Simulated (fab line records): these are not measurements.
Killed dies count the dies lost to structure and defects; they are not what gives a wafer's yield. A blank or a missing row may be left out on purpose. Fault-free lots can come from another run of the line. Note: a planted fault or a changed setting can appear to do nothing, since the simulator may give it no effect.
Chamber matching    flow n5 finfet    rie diel-05 running N5_BEOL_M5_ETCH_61: 4 sister chambers
The step etches SiARC in CF4, target depth 15.6 nm, time 26 s. 4 wafers are shown with their chamber, then 8 later ones without.

== WAFERS PAIRED WITH THEIR CHAMBERS ==
wafer   chamber  showerhead plenum p Torr (Torr)
L089.1  0        2.19
L092.4  1        2.15
L092.5  3        2.06
L093.2  2        2.03

== WAFERS WITH NO CHAMBER GIVEN ==
wafer   showerhead plenum p Torr (Torr)
L093.4  2.06
L093.6  2.03
L076.2  2.03
L076.3  2.06
L076.5  2.15
L096.1  2.18
L096.3  2.05
L096.4  2.02

== EACH ONE'S CHAMBER ==
wafer   from the rows above      in truth
L093.4  3                        3
L093.6  2                        2
L076.2  2                        2
L076.3  3                        3
L076.5  1                        1
L096.1  0                        0
L096.3  can't be placed: 3 or 2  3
L096.4  2                        2
Placed correctly: 7 of 8. Cannot be placed on the basis of these rows: 1; the candidates contain the true chamber in 1. 0 placed wrongly.
How it was worked out, from the rows above alone: a wafer's distance from a chamber is the root of the sum, over the readings, of the square of ((its reading less the chamber's mean) divided by the reading's scatter). If the next closest chamber is less than 2 further off than the closest, the wafer can't be placed; otherwise it belongs to the closest. Each chamber's mean is taken over the wafers shown for it. The scatter: with one shown wafer a chamber, the root of the mean of the squares of how far each hidden wafer lies from its nearest shown one.
